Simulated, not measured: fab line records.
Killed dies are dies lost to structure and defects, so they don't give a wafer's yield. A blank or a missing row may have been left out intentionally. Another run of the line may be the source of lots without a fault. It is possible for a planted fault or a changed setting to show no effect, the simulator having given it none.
Which tool did it? | flow n5Finfet | 10 lots, 30 wafers sampled, at 5 steps of a route of 1938

WHAT THE GAUGES READ, wafer by wafer
N5_FIN_SAQP_CD_MEAS_37: the cd target is 8 nm. Usual: cdNm 8.10 nm, standard deviation 0.23.
lot  | measured    | on       | cdNm (nm)      | flag
L550 | day 2 08:29 | cdSem-03 | 8.21 7.90 8.17 | 
L552 | day 2 20:45 | cdSem-03 | 8.23 8.08 8.10 | 
L553 | day 3 03:28 | cdSem-01 | 7.96 8.39 8.18 | 
L555 | day 3 14:13 | cdSem-03 | 8.46 8.43 8.02 | 
L557 | day 4 02:22 | cdSem-01 | 7.83 8.16 8.44 | 
L563 | day 5 14:54 | cdSem-01 | 7.92 7.85 7.83 | 
L566 | day 6 08:44 | cdSem-02 | 8.34 7.97 7.99 | 
L570 | day 7 09:10 | cdSem-03 | 8.11 7.94 7.75 | 
L571 | day 7 14:45 | cdSem-02 | 8.18 8.33 8.29 | 
L572 | day 7 19:40 | cdSem-02 | 8.14 8.36 8.22 | 

N5_BEOL_M4_RC_MEAS_101. Usual: DIBL_N 36.0 mV/V, standard deviation 1.4; DIBL_P 36.1 mV/V, standard deviation 1.4; IOFF_N 0.153 nA/um, standard deviation 0.02; IOFF_P 0.211 nA/um, standard deviation 0.026; ION_N 673 uA/um, standard deviation 8.7; ION_P 463 uA/um, standard deviation 6.7; SS_N 71.5 mV/dec, standard deviation 0.5; SS_P 73.3 mV/dec, standard deviation 0.54; VT_N 250.1 mV, standard deviation 2.4; VT_P -250.2 mV, standard deviation 2.9.
lot  | measured     | on        | DIBL_N (mV/V)  | DIBL_P (mV/V)  | IOFF_N (nA/um)    | IOFF_P (nA/um)    | ION_N (uA/um) | ION_P (uA/um) | SS_N (mV/dec)  | SS_P (mV/dec)  | VT_N (mV)         | VT_P (mV)            | flag
L550 | day 8 12:46  | prober-01 | 36.9 34.7 35.8 | 35.7 33.8 34.9 | 0.169 0.130 0.143 | 0.195 0.173 0.187 | 674 668 673   | 459 460 456   | 72.0 71.6 71.6 | 73.6 72.5 73.9 | 250.0 255.9 253.5 | -252.6 -253.0 -253.9 | 
L552 | day 8 20:49  | prober-01 | 38.0 37.3 37.5 | 35.9 34.0 34.4 | 0.154 0.138 0.139 | 0.196 0.168 0.178 | 667 668 671   | 454 448 457   | 71.5 71.7 71.3 | 73.9 72.9 73.1 | 250.2 249.0 252.9 | -250.9 -253.1 -254.4 | 
L553 | day 9 10:25  | prober-02 | 34.5 35.4 37.4 | 35.0 36.9 38.7 | 0.131 0.152 0.186 | 0.171 0.188 0.217 | 666 674 685   | 456 463 463   | 71.5 70.7 71.4 | 72.7 74.0 73.5 | 252.6 249.2 247.3 | -254.4 -253.0 -250.4 | 
L555 | day 10 01:04 | prober-01 | 36.3 34.7 35.5 | 36.8 34.4 34.8 | 0.154 0.122 0.134 | 0.216 0.195 0.189 | 672 658 662   | 462 461 455   | 71.3 70.6 71.8 | 73.6 72.6 72.5 | 253.1 253.3 253.9 | -250.0 -252.4 -252.3 | 
L557 | day 10 23:22 | prober-01 | 37.4 36.4 38.7 | 38.2 36.8 39.7 | 0.177 0.162 0.215 | 0.241 0.219 0.275 | 680 678 690   | 465 466 469   | 72.0 71.5 72.2 | 73.2 72.6 73.7 | 249.7 248.2 247.5 | -247.3 -247.1 -246.1 | 
L563 | day 12 07:57 | prober-02 | 38.1 35.8 36.0 | 38.3 35.9 36.6 | 0.197 0.165 0.167 | 0.275 0.225 0.232 | 691 683 679   | 467 473 468   | 72.3 72.1 71.6 | 74.0 73.4 73.6 | 248.2 246.7 246.9 | -244.3 -250.4 -249.3 | 
L566 | day 13 06:13 | prober-01 | 35.6 34.1 35.3 | 36.0 34.9 35.9 | 0.144 0.129 0.148 | 0.184 0.170 0.184 | 664 668 673   | 457 455 451   | 71.3 71.5 71.0 | 73.0 73.0 73.3 | 250.2 251.5 247.9 | -255.1 -254.7 -254.9 | 
L570 | day 15 11:11 | prober-02 | 34.5 33.6 34.5 | 36.3 33.6 35.7 | 0.150 0.121 0.142 | 0.208 0.162 0.187 | 664 659 665   | 459 449 454   | 70.8 70.5 70.2 | 73.9 73.1 72.9 | 246.7 250.9 249.3 | -250.5 -253.8 -254.0 | 
L571 | day 13 19:11 | prober-01 | 35.5 35.1 36.6 | 34.3 34.3 35.9 | 0.139 0.139 0.153 | 0.185 0.189 0.216 | 659 669 662   | 456 459 462   | 71.2 71.4 71.1 | 72.3 72.9 72.4 | 250.1 253.1 252.1 | -250.4 -250.0 -251.4 | 
L572 | day 14 15:33 | prober-01 | 34.3 33.8 34.8 | 36.0 35.2 36.4 | 0.141 0.135 0.147 | 0.198 0.188 0.205 | 673 665 668   | 466 460 463   | 71.7 71.2 71.6 | 73.2 73.0 73.7 | 251.4 251.8 250.1 | -252.4 -251.7 -252.6 | 

WHICH TOOL RAN EACH LOT (tool, then ch and the chambers of the sampled wafers, then the start)
lot  | N5_FIN_SAQP_FIN_ETCH_36        | N5_FIN_CUT_CUT_ETCH_15         | N5_STI_FIN_REVEAL_ALD_14
L550 | rieSi-06 ch 1,3, day 2 08:21   | rieSi-04 ch 0,2,3, day 2 09:40 | aldSin-02 ch 1,3, day 2 10:02
L552 | rieSi-06 ch 0,2,3, day 2 20:38 | rieSi-02 ch 0,2,3, day 2 21:56 | aldSin-02 ch 1,2,3, day 2 22:18
L553 | rieSi-05 ch 0,2,3, day 3 03:20 | rieSi-04 ch 2,3, day 3 04:40   | aldSin-01 ch 1,2,3, day 3 05:19
L555 | rieSi-05 ch 0,1,3, day 3 14:05 | rieSi-02 ch 0,2,3, day 3 15:25 | aldSin-02 ch 2,3, day 3 16:04
L557 | rieSi-01 ch 0,2,3, day 4 02:15 | rieSi-02 ch 1,2, day 4 03:43   | aldSin-03 ch 1,2, day 4 04:05
L563 | rieSi-05 ch 0,2,3, day 5 14:47 | rieSi-02 ch 0,1,3, day 5 16:05 | aldSin-03 ch 1,2, day 5 16:29
L566 | rieSi-05 ch 0,1, day 6 08:36   | rieSi-02 ch 0,1, day 6 09:55   | aldSin-03 ch 1,2, day 6 10:45
L570 | rieSi-06 ch 0,1,2, day 7 09:03 | rieSi-04 ch 1,2,3, day 7 10:22 | aldSin-01 ch 1,2,3, day 7 11:03
L571 | rieSi-05 ch 0,1,3, day 7 14:38 | rieSi-04 ch 0,3, day 7 16:28   | aldSin-03 ch 2,3, day 7 16:52
L572 | rieSi-05 ch 0,1,2, day 7 19:32 | rieSi-03 ch 0,3, day 7 20:55   | aldSin-03 ch 0,1,3, day 7 22:04
- N5_FIN_SAQP_FIN_ETCH_36: etches the open film in HBr/Cl2/O2, target depth 120 nm, time 50.4 s.
- N5_FIN_CUT_CUT_ETCH_15: etches Si in HBr/Cl2/O2, target depth 100 nm, bt time 10 s, time 42.4 s.
- N5_STI_FIN_REVEAL_ALD_14: deposits Si3N4, target thk 3 nm.

WHAT THE TOOLS THEMSELVES READ (means of the sampled wafers that have a number; where no wafer has one, the mark that the record gives instead)
N5_FIN_SAQP_FIN_ETCH_36. Usual: drypumpMotorCurrentA 5.8 A, standard deviation 0.41; oesProductAu 0.999 a.u., standard deviation 0.013; throttleValvePct 36.08 %, standard deviation 0.28.
lot  | tool     | drypumpMotorCurrentA (A) | oesProductAu (a.u.) | throttleValvePct (%) | flag
L550 | rieSi-06 | 6.0                      | 1.022               | 36.19                | 
L552 | rieSi-06 | 5.9                      | 1.005               | 35.79                | 
L553 | rieSi-05 | 6.2                      | 0.996               | 35.99                | 
L555 | rieSi-05 | 5.9                      | 0.998               | 36.23                | 
L557 | rieSi-01 | 5.4                      | 0.993               | 36.12                | 
L563 | rieSi-05 | 6.2                      | 0.998               | 35.97                | 
L566 | rieSi-05 | 5.9                      | 1.007               | 36.31                | 
L570 | rieSi-06 | 5.5                      | 0.991               | 35.89                | 
L571 | rieSi-05 | 5.9                      | 0.997               | 36.23                | 
L572 | rieSi-05 | 6.0                      | 1.007               | 36.05                | 

N5_FIN_CUT_CUT_ETCH_15. Usual: drypumpMotorCurrentA 5.7 A, standard deviation 0.47; oesProductAu 0.998 a.u., standard deviation 0.015; throttleValvePct 37.12 %, standard deviation 0.25.
lot  | tool     | drypumpMotorCurrentA (A) | oesProductAu (a.u.) | throttleValvePct (%) | flag
L550 | rieSi-04 | 5.4                      | 1.012               | 36.92                | 
L552 | rieSi-02 | 5.8                      | 0.987               | 37.29                | 
L553 | rieSi-04 | 5.3                      | 0.997               | 37.01                | 
L555 | rieSi-02 | 5.8                      | 0.984               | 37.30                | 
L557 | rieSi-02 | 6.4                      | 0.997               | 37.22                | 
L563 | rieSi-02 | 6.0                      | 1.010               | 37.30                | 
L566 | rieSi-02 | 6.1                      | 1.015               | 37.25                | 
L570 | rieSi-04 | 5.6                      | 1.001               | 37.10                | 
L571 | rieSi-04 | 5.4                      | 1.000               | 37.05                | 
L572 | rieSi-03 | 5.2                      | 1.006               | 37.12                | 

N5_STI_FIN_REVEAL_ALD_14. Usual: heaterPowerW 869 W, standard deviation 89.
lot  | tool      | heaterPowerW (W) | flag
L550 | aldSin-02 | 838              | 
L552 | aldSin-02 | 826              | 
L553 | aldSin-01 | 872              | 
L555 | aldSin-02 | 792              | 
L557 | aldSin-03 | 771              | 
L563 | aldSin-03 | 861              | 
L566 | aldSin-03 | 850              | 
L570 | aldSin-01 | 881              | 
L571 | aldSin-03 | 898              | 
L572 | aldSin-03 | 784              | 

THE ANSWER, worked out from the rows above alone
Rule: a lot is off if the mean of its wafers that have a number lies more than 3 standard deviations from the usual mean. A lot without any number at a reading at which 4 lots or more have one is off too. All remaining lots with rows at the step are treated as sound. First the gauges in route order, then the tools' own readings, where a lot's mean is used as printed above. At the first step where some lot is off, the reading lying furthest off is the one used; lots without a number count as furthest.
No lot is off on any of the readings shown, so nothing can be concluded from this.

WHAT WAS PUT IN BY THE SIMULATOR
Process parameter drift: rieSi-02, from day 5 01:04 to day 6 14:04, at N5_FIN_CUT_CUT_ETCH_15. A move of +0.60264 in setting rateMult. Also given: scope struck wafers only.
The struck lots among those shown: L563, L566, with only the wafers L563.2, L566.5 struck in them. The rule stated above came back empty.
